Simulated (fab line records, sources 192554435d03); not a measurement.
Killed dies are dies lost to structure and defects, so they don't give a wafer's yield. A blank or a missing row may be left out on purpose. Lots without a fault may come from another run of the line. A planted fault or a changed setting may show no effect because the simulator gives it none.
Chamber matching | flow n5_finfet | N5_BEOL_M6_VIA_ETCH_34 on rie_diel-03: 4 sister chambers
The step etches SiCOH lowk in C4F6/O2, target depth 126.3 nm, time 50.9 s. 4 wafers are shown with their chamber, then 12 later ones without.

WAFERS WITH THEIR CHAMBER
wafer  | chamber | rf_vpp_V (V)
L088.4 | 2       | 658
L089.2 | 1       | 689
L089.3 | 0       | 677
L089.5 | 3       | 658

WAFERS WITHOUT THEIR CHAMBER
wafer  | rf_vpp_V (V)
L090.3 | 657
L090.4 | 656
L090.5 | 678
L091.1 | 657
L091.2 | 659
L091.3 | 689
L094.1 | 677
L094.5 | 676
L094.6 | 657
L096.1 | 678
L096.2 | 687
L096.4 | 658

WHICH CHAMBER EACH WENT THROUGH
wafer  | from the rows above     | in truth
L090.3 | can't be placed: 2 or 3 | 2
L090.4 | can't be placed: 2 or 3 | 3
L090.5 | 0                       | 0
L091.1 | can't be placed: 2 or 3 | 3
L091.2 | can't be placed: 2 or 3 | 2
L091.3 | 1                       | 1
L094.1 | 0                       | 0
L094.5 | 0                       | 0
L094.6 | can't be placed: 2 or 3 | 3
L096.1 | 0                       | 0
L096.2 | 1                       | 1
L096.4 | can't be placed: 2 or 3 | 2
Placed correctly: 6 of 12. Can't be placed from these rows: 6 (the true chamber is among the candidates in 6). Placed wrongly: 0.
How it was worked out, from the rows above alone: a wafer's distance from a chamber is the root of the sum, over the readings, of the square of ((its reading less the chamber's mean) divided by the reading's scatter). The wafer belongs to the nearest chamber; if the next one is less than 2 further off, it can't be placed. A chamber's mean is the mean of its shown wafers. The scatter: with one shown wafer a chamber, the root of the mean of the squares of how far each hidden wafer lies from its nearest shown one.
